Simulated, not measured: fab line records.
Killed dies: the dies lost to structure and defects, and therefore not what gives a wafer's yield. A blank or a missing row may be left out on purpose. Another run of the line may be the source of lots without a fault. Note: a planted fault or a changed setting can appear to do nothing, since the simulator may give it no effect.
fab line records	flow n5_finfet	part 1 of 2: steps 1 to 4 of 6
record: lots: 22	wafers: 66	last_day: 17
route steps=1938 shown BEOL_M0_SAQP@662 BEOL_M0@735 BEOL_M1@753
lots that met no fault: taken from a fault-free run of the same line
start_h: start of the lot's first displayed wafer, in hours after the record's first day	wait_h: hours elapsed since this lot's preceding step	" unchanged from the row above	L1.1+2: a row that stands for several wafers	- no value, or no start was given	* or withheld: withheld	< > ~ a bound
route shown NAME@n: NAME is a module with steps in the file, n the number in the route of the first one	usual: mean and standard deviation over wafers with no fault	same: alike in all rows	chamber/n: place in a boat	sites: each site's reading	_std_site: standard deviation of those values	_edge_site: the outer-site mean with the inner-site mean subtracted	radius_mm: how far each site lies from the wafer's centre	mask NAME#n: copy n	behind: the tool/chamber that last shaped the wafer	hold: why the lot was held/for how many hours/how that ended	device: the transistor (n, p or np) that didn't switch	end of line: tests of these same wafers at the route's end	step lacking rows: just its recipe	killed: dies that structure and defects cost at the first sort, which is not the same as the wafer's yield	map: dies across one wafer; x = killed, . = not, _ = none there
set.NAME: the setting the step ran with; set.NAME@STEP: the setting that earlier step ran with	model.NAME: the simulator's own value behind a step, which no gauge read
steps of the route over a sample of lots; a table a step, a row a wafer
services: the hour from which a tool's chamber was out of use, counted from the record's first day as start_h (under 0 if before that day), plus the number of hours and why
== steps ==
step: N5_BEOL_M0_SAQP_RECESS_114
recipe: chemistry: HF/NH3	target: SiO2	target_depth_a: 144	afs_cycles: 3	temp_c: 30	sublimation_temp_c: 180	sublimation_time_s: 60
usual: drypump_motor_current_A: 5.9/0.35	temp_c: 29.99/0.12
lot.wafer	tool	chamber	start_h	wait_h	drypump_motor_current_A	temp_c
L074.2	vapor_etch-01	1	112.22	0.0	6.3	29.84
L074.4	"	1	"	"	6.3	29.99
L074.5	"	1	"	"	6.3	29.97
L076.3	vapor_etch-01	1	117.15	0.2	6.3	29.87
L076.5	"	0	"	"	5.5	30.05
L076.6	"	1	"	"	6.3	29.80
L078.2	vapor_etch-02	0	134.79	0.0	6.2	29.77
L078.3	"	1	"	"	5.7	30.07
L078.4	"	0	"	"	6.1	29.92
L079.2	vapor_etch-02	0	139.63	0.0	6.2	29.95
L079.3	"	1	"	"	5.8	29.97
L079.6	"	1	"	"	5.7	30.14
L080.3	vapor_etch-01	1	146.23	0.1	6.3	29.94
L080.4	"	0	"	"	5.5	30.16
L080.6	"	0	"	"	5.4	30.13
L081.3	vapor_etch-02	1	152.82	0.1	5.7	29.79
L081.4	"	0	"	"	6.2	29.88
L081.6	"	0	"	"	6.2	30.00
L082.1	vapor_etch-01	1	153.92	0.0	6.3	29.96
L082.2	"	0	"	"	5.5	29.87
L082.3	"	1	"	"	6.3	30.05
L083.2	vapor_etch-01	1	158.80	0.0	6.3	30.04
L083.5	"	1	"	"	6.3	30.02
L083.6	"	0	"	"	5.5	30.01
L084.2	vapor_etch-02	1	167.02	0.0	5.7	29.78
L084.3	"	0	"	"	6.2	29.74
L084.4	"	1	"	"	5.7	29.80
L085.1	vapor_etch-01	0	175.03	0.0	5.5	29.92
L085.4	"	1	"	"	6.3	30.18
L085.5	"	1	"	"	6.3	30.17
L086.1	vapor_etch-02	0	187.15	0.0	6.1	30.09
L086.2	"	1	"	"	5.7	30.02
L086.6	"	0	"	"	6.1	30.04
L088.2	vapor_etch-01	1	194.64	0.0	6.4	30.00
L088.5	"	0	"	"	5.5	29.94
L088.6	"	1	"	"	6.3	30.08
L087.1	vapor_etch-02	1	197.93	0.1	5.7	30.06
L087.2	"	0	"	"	6.2	30.02
L087.4	"	1	"	"	5.7	29.91
L089.1	vapor_etch-02	0	205.90	0.0	6.2	29.89
L089.4	"	1	"	"	5.7	30.15
L089.6	"	0	"	"	6.1	30.15
L090.1	vapor_etch-01	0	211.73	0.0	5.4	30.17
L090.3	"	1	"	"	6.3	30.00
L090.5	"	1	"	"	6.3	29.95
L091.2	vapor_etch-01	1	215.08	0.0	6.3	30.02
L091.4	"	1	"	"	6.3	30.04
L091.6	"	0	"	"	5.4	30.05
L092.2	vapor_etch-01	1	222.97	0.0	6.3	30.00
L092.4	"	1	"	"	6.3	29.84
L092.6	"	0	"	"	5.4	30.10
L093.2	vapor_etch-02	0	227.22	0.0	6.2	30.02
L093.3	"	1	"	"	5.8	30.07
L093.5	"	0	"	"	6.2	30.17
L094.1	vapor_etch-02	0	228.98	0.0	6.1	29.99
L094.5	"	0	"	"	6.2	30.04
L094.6	"	1	"	"	5.7	29.88
L095.1	vapor_etch-01	0	233.55	0.0	5.5	30.05
L095.2	"	1	"	"	6.3	30.11
L095.5	"	0	"	"	5.4	30.16
L096.2	vapor_etch-01	0	244.98	0.0	5.5	30.08
L096.4	"	0	"	"	5.5	30.07
L096.6	"	0	"	"	5.4	30.02
L097.3	vapor_etch-02	1	249.64	0.1	5.7	30.13
L097.5	"	1	"	"	5.7	29.99
L097.6	"	0	"	"	6.2	30.06
step: N5_BEOL_M0_SAQP_MANDREL_ETCH_103
recipe: chemistry: HBr/Cl2	target: a-Si	target_depth_a: 450	bt_time_s: 10	stop_on: SiCN	mask_material: SiO2	over_etch_frac: 0.8	time_s: 27	pressure_mtorr: 10	icp_w: 800	bias_w: 75	HBr_flow_sccm: 150	Cl2_flow_sccm: 80	ends: end_point
usual: drypump_motor_current_A: 5.7/0.35	oes_product_au: 0.683/0.013	rf_fwd_power_W: 794.2/2.8	throttle_valve_pct: 35.5/0.37
lot.wafer	tool	chamber	start_h	wait_h	drypump_motor_current_A	oes_product_au	rf_fwd_power_W	rf_hours_counter_h	throttle_valve_pct
L074.2	rie_si-02	1	113.54	0.0	5.7	0.680	792.1	59	35.8
L074.4	"	3	"	"	5.3	0.695	798.6	26	34.8
L074.5	"	1	"	"	5.7	0.681	798.2	-	35.8
L076.3	rie_si-04	0	118.30	0.0	5.5	0.702	792.7	163	35.2
L076.5	"	2	"	"	6.0	0.709	794.8	-	35.3
L076.6	"	3	"	"	5.8	0.686	795.8	-	35.7
L078.2	rie_si-05	3	136.02	0.0	5.8	0.659	795.3	128	35.8
L078.3	"	1	"	"	5.4	0.676	793.8	3	35.9
L078.4	"	0	"	"	5.9	0.686	795.1	51	35.3
L079.2	rie_si-04	1	140.88	0.0	6.6	0.692	792.2	159	35.5
L079.3	"	0	"	"	5.5	0.690	792.7	164	35.2
L079.6	"	3	"	"	5.8	0.680	796.8	-	35.8
L080.3	rie_si-05	3	147.34	0.0	5.8	0.658	796.2	128	35.8
L080.4	"	0	"	"	5.9	0.676	794.4	51	35.3
L080.6	"	0	"	"	5.9	0.692	795.0	-	35.3
L081.3	rie_si-04	3	154.33	0.0	5.8	0.683	795.7	116	35.7
L081.4	"	0	"	"	5.5	0.696	795.2	164	35.2
L081.6	"	0	"	"	5.5	0.686	796.0	-	35.2
L082.1	rie_si-04	3	156.08	0.0	5.8	0.681	796.6	116	35.8
L082.2	"	0	"	"	5.5	0.696	792.5	164	35.2
L082.3	"	1	"	"	6.6	0.702	790.0	160	35.5
L083.2	rie_si-05	3	160.11	0.0	5.8	0.663	794.6	128	35.8
L083.5	"	2	"	"	5.1	0.677	793.5	-	35.5
L083.6	"	1	"	"	5.5	0.687	792.2	-	35.9
L084.2	rie_si-05	1	168.31	0.0	5.4	0.691	792.9	4	35.8
L084.3	"	2	"	"	5.1	0.674	793.7	167	35.5
L084.4	"	0	"	"	6.0	0.690	791.3	52	35.3
L085.1	rie_si-04	1	176.51	0.0	6.6	0.693	791.7	160	35.5
L085.4	"	2	"	"	6.0	0.687	795.4	1	35.0
L085.5	"	3	"	"	5.8	0.682	798.1	-	35.8
L086.1	rie_si-02	2	188.89	0.0	5.9	0.665	793.4	11	35.3
L086.2	"	1	"	"	5.7	0.672	796.0	60	35.8
L086.6	"	1	"	"	5.7	0.673	795.7	-	35.8
L088.2	rie_si-05	2	197.15	0.0	5.1	0.659	796.5	167	35.5
L088.5	"	0	"	"	5.9	0.686	792.9	-	35.3
L088.6	"	1	"	"	5.5	0.698	798.2	-	35.8
L087.1	rie_si-02	1	199.50	0.0	5.7	0.673	794.4	60	35.8
L087.2	"	2	"	"	5.9	0.669	792.7	12	35.3
L087.4	"	0	"	"	5.4	0.684	793.2	37	36.1
L089.1	rie_si-04	1	207.81	0.0	6.6	0.704	791.0	161	35.5
L089.4	"	0	"	"	5.5	0.697	794.9	165	35.2
L089.6	"	2	"	"	6.0	0.678	794.7	-	35.0
L090.1	rie_si-02	0	213.15	0.0	5.4	0.685	793.5	37	36.1
L090.3	"	3	"	"	5.3	0.678	794.9	28	34.8
L090.5	"	0	"	"	5.4	0.704	796.7	-	36.0
L091.2	rie_si-05	0	216.38	0.0	5.9	0.687	791.4	53	35.3
L091.4	"	3	"	"	5.9	0.669	791.2	129	35.8
L091.6	"	3	"	"	5.8	0.657	794.1	-	35.8
L092.2	rie_si-02	3	224.21	0.0	5.3	0.696	794.0	28	34.8
L092.4	"	3	"	"	5.4	0.693	794.2	-	34.8
L092.6	"	0	"	"	5.4	0.693	797.6	-	36.1
L093.2	rie_si-05	2	228.45	0.0	5.1	0.665	795.2	168	35.5
L093.3	"	0	"	"	5.9	0.683	796.9	53	35.3
L093.5	"	3	"	"	5.8	0.674	794.6	-	35.8
L094.1	rie_si-02	1	230.29	0.0	5.7	0.671	792.7	61	35.8
L094.5	"	0	"	"	5.4	0.694	795.5	-	36.0
L094.6	"	1	"	"	5.7	0.677	796.8	-	35.8
L095.1	rie_si-02	2	235.50	0.0	5.9	0.677	792.9	12	35.3
L095.2	"	0	"	"	5.4	0.688	795.6	38	36.1
L095.5	"	3	"	"	5.3	0.689	799.0	-	34.8
L096.2	rie_si-02	2	246.47	0.0	5.9	0.663	791.1	12	35.3
L096.4	"	0	"	"	5.4	0.692	799.6	38	36.0
L096.6	"	0	"	"	5.4	0.689	796.9	-	36.0
L097.3	rie_si-02	1	250.75	0.0	5.7	0.662	793.7	61	35.8
L097.5	"	1	"	"	5.7	0.671	792.7	-	35.8
L097.6	"	0	"	"	5.4	0.693	800.7	-	36.0
step: N5_BEOL_M0_SAQP_ETCH_107
recipe: chemistry: CH3F/O2	target: SiNx	target_depth_a: 300	mask_material: SOC	pressure_mtorr: 30	source_w: 395	bias_w: 73	Ar_flow_sccm: 150	CH3F_flow_sccm: 30	O2_flow_sccm: 20	ion_energy_ev: 120
usual: drypump_motor_current_A: 5.8/0.45	oes_product_au: 0.82/0.096	rf_fwd_power_W: 390.7/1.4	rf_vpp_V: 301/8.9	showerhead_plenum_p_Torr: 2.01/0.063	throttle_valve_pct: 16.32/0.24
lot.wafer	tool	chamber	start_h	wait_h	drypump_motor_current_A	oes_product_au	rf_fwd_power_W	rf_hours_counter_h	rf_vpp_V	showerhead_plenum_p_Torr	throttle_valve_pct
L074.2	rie_diel-02	0	114.23	0.0	6.3	0.69	391.4	191	295	2.08	16.20
L074.4	"	1	"	"	6.6	0.84	389.7	72	319	2.02	16.07
L074.5	"	3	"	"	5.3	0.88	389.5	-	287	1.96	16.09
L076.3	rie_diel-02	3	118.94	0.0	5.3	0.88	390.7	31	288	1.96	16.12
L076.5	"	3	"	"	5.3	0.88	390.6	-	288	1.96	16.11
L076.6	"	2	"	"	6.1	0.69	391.8	-	304	1.98	16.76
L078.2	rie_diel-06	3	136.62	0.0	5.4	0.91	387.7	21	305	2.13	16.08
L078.3	"	2	"	"	5.3	0.75	389.7	147	309	1.99	16.59
L078.4	"	3	"	"	5.4	0.92	391.4	-	304	2.13	16.10
L079.2	rie_diel-03	1	141.47	0.0	5.7	0.77	389.8	160	290	1.91	16.59
L079.3	"	3	"	"	5.7	0.68	391.4	201	302	2.07	16.55
L079.6	"	3	"	"	5.7	0.69	391.6	-	301	2.07	16.56
L080.3	rie_diel-06	0	148.06	0.0	6.0	0.83	392.3	69	293	2.04	16.51
L080.4	"	0	"	"	6.0	0.84	392.5	-	292	2.04	16.52
L080.6	"	2	"	"	5.4	0.75	391.2	-	310	1.99	16.59
L081.3	rie_diel-06	2	154.92	0.0	5.4	0.75	390.1	153	309	1.99	16.60
L081.4	"	3	"	"	5.4	0.91	389.5	28	303	2.13	16.09
L081.6	"	0	"	"	6.1	0.85	393.0	-	292	2.04	16.52
L082.1	rie_diel-06	3	156.67	0.0	5.4	0.89	390.0	29	305	2.13	16.10
L082.2	"	2	"	"	5.4	0.75	391.8	154	309	1.99	16.60
L082.3	"	0	"	"	6.1	0.85	391.2	73	290	2.03	16.51
L083.2	rie_diel-06	2	160.71	0.0	5.3	0.74	390.8	156	309	1.99	16.60
L083.5	"	3	"	"	5.4	0.89	387.8	-	306	2.13	16.10
L083.6	"	2	"	"	5.3	0.75	388.9	-	311	1.99	16.62
L084.2	rie_diel-06	0	168.90	0.0	6.0	0.84	390.3	76	291	2.03	16.52
L084.3	"	2	"	"	5.4	0.74	391.9	158	310	1.99	16.60
L084.4	"	3	"	"	5.4	0.89	389.7	32	305	2.13	16.11
L085.1	rie_diel-02	3	177.09	0.0	5.3	0.85	389.8	50	289	1.95	16.16
L085.4	"	1	"	"	6.6	0.80	390.5	-	320	2.01	16.11
L085.5	"	3	"	"	5.2	0.84	389.2	-	289	1.95	16.14
L086.1	rie_diel-06	0	189.72	0.0	6.1	0.84	389.9	82	292	2.03	16.55
L086.2	"	2	"	"	5.3	0.74	391.1	164	309	1.99	16.62
L086.6	"	3	"	"	5.4	0.89	388.0	-	304	2.13	16.14
L088.2	rie_diel-02	3	197.74	0.0	5.2	0.83	389.1	58	288	1.95	16.17
L088.5	"	0	"	"	6.3	0.68	391.2	-	295	2.07	16.25
L088.6	"	3	"	"	5.3	0.83	389.8	-	288	1.95	16.17
L087.1	rie_diel-02	1	200.09	0.0	6.6	0.80	389.2	99	319	2.01	16.12
L087.2	"	3	"	"	5.2	0.84	389.5	58	289	1.95	16.16
L087.4	"	0	"	"	6.3	0.68	392.1	219	296	2.07	16.25
L089.1	rie_diel-02	0	208.40	0.0	6.3	0.68	393.8	220	295	2.07	16.26
L089.4	"	1	"	"	6.6	0.80	391.0	100	320	2.01	16.11
L089.6	"	3	"	"	5.2	0.83	391.7	-	289	1.95	16.17
L090.1	rie_diel-06	0	213.75	0.0	6.1	0.83	390.8	89	292	2.03	16.56
L090.3	"	2	"	"	5.3	0.73	390.9	172	310	1.98	16.62
L090.5	"	0	"	"	6.0	0.82	390.6	-	292	2.03	16.56
L091.2	rie_diel-06	3	216.97	0.0	5.4	0.87	390.5	46	304	2.12	16.14
L091.4	"	0	"	"	6.0	0.83	390.2	90	294	2.03	16.56
L091.6	"	0	"	"	6.0	0.83	389.0	-	292	2.03	16.56
L092.2	rie_diel-02	0	224.80	0.0	6.3	0.68	390.7	226	295	2.07	16.27
L092.4	"	3	"	"	5.2	0.82	390.6	66	288	1.95	16.17
L092.6	"	2	"	"	6.1	0.95	390.5	-	303	1.97	16.27
L093.2	rie_diel-02	0	229.04	0.0	6.3	0.67	390.7	227	295	2.07	16.27
L093.3	"	2	"	"	6.1	0.95	390.9	10	303	1.97	16.27
L093.5	"	3	"	"	5.2	0.82	391.8	-	287	1.95	16.18
L094.1	rie_diel-03	3	230.88	0.0	5.7	0.66	392.0	232	302	2.06	16.60
L094.5	"	0	"	"	6.2	0.93	391.0	-	308	1.95	15.80
L094.6	"	1	"	"	5.7	0.74	389.5	-	292	1.90	16.65
L095.1	rie_diel-03	3	236.15	0.0	5.7	0.67	392.6	233	300	2.05	16.61
L095.2	"	1	"	"	5.7	0.73	389.0	192	291	1.90	16.64
L095.5	"	2	"	"	6.6	0.90	389.6	-	308	2.04	16.12
L096.2	rie_diel-03	1	247.06	0.0	5.6	0.74	391.3	196	289	1.90	16.64
L096.4	"	2	"	"	6.6	0.90	388.4	32	307	2.04	16.14
L096.6	"	1	"	"	5.6	0.74	390.8	-	290	1.90	16.66
L097.3	rie_diel-06	2	251.34	0.0	5.3	0.72	389.6	183	310	1.98	16.65
L097.5	"	0	"	"	6.0	0.81	390.4	-	292	2.03	16.57
L097.6	"	1	"	"	5.5	0.92	392.1	-	300	1.96	16.13
step: N5_BEOL_M0_ANNEAL_117
recipe: temp_c: 400	time_s: 60	ambient: vacuum
usual: heater_power_w: 821/59
lot.wafer	tool	chamber	start_h	wait_h	heater_power_w
L076.3	pvd_sputter-03	-	127.95	0.0	799
L076.5	"	-	"	"	721
L076.6	"	-	"	"	822
L074.2	pvd_sputter-03	-	128.49	0.0	773
L074.4	"	-	"	"	716
L074.5	"	-	"	"	723
L078.2	pvd_sputter-02	-	145.00	0.0	924
L078.3	"	-	"	"	754
L078.4	"	-	"	"	773
L079.2	pvd_sputter-03	-	147.89	0.0	769
L079.3	"	-	"	"	777
L079.6	"	-	"	"	728
L080.3	pvd_sputter-02	-	154.76	0.0	886
L080.4	"	-	"	"	761
L080.6	"	-	"	"	871
L081.3	pvd_sputter-01	-	162.19	0.0	895
L081.4	"	-	"	"	836
L081.6	"	-	"	"	853
L082.1	pvd_sputter-01	-	163.74	0.0	863
L082.2	"	-	"	"	809
L082.3	"	-	"	"	825
L083.2	pvd_sputter-01	-	167.04	0.0	880
L083.5	"	-	"	"	814
L083.6	"	-	"	"	847
L084.2	pvd_sputter-02	-	176.34	0.0	943
L084.3	"	-	"	"	742
L084.4	"	-	"	"	767
L085.1	pvd_sputter-02	-	187.34	0.0	964
L085.4	"	-	"	"	863
L085.5	"	-	"	"	907
L086.1	pvd_sputter-01	-	196.22	0.0	798
L086.2	"	-	"	"	797
L086.6	"	-	"	"	845
L088.2	pvd_sputter-01	-	203.54	0.0	859
L088.5	"	-	"	"	857
L088.6	"	-	"	"	812
L087.1	pvd_sputter-02	-	208.04	0.0	783
L087.2	"	-	"	"	856
L087.4	"	-	"	"	934
L089.1	pvd_sputter-02	-	214.62	0.0	761
L089.4	"	-	"	"	854
L089.6	"	-	"	"	935
L090.1	pvd_sputter-02	-	220.76	0.0	937
L090.3	"	-	"	"	770
L090.5	"	-	"	"	871
L091.2	pvd_sputter-02	-	221.94	0.0	945
L091.4	"	-	"	"	774
L091.6	"	-	"	"	762
L092.2	pvd_sputter-02	-	234.56	0.0	774
L092.4	"	-	"	"	900
L092.6	"	-	"	"	876
L094.1	pvd_sputter-03	-	236.55	0.0	774
L094.5	"	-	"	"	770
L094.6	"	-	"	"	797
L093.2	pvd_sputter-02	-	236.67	0.0	752
L093.3	"	-	"	"	862
L093.5	"	-	"	"	745
L095.1	pvd_sputter-03	-	241.64	0.0	773
L095.2	"	-	"	"	696
L095.5	"	-	"	"	760
L096.2	pvd_sputter-01	-	255.01	0.0	842
L096.4	"	-	"	"	798
L096.6	"	-	"	"	822
L097.3	pvd_sputter-01	-	259.04	0.0	875
L097.5	"	-	"	"	816
L097.6	"	-	"	"	878
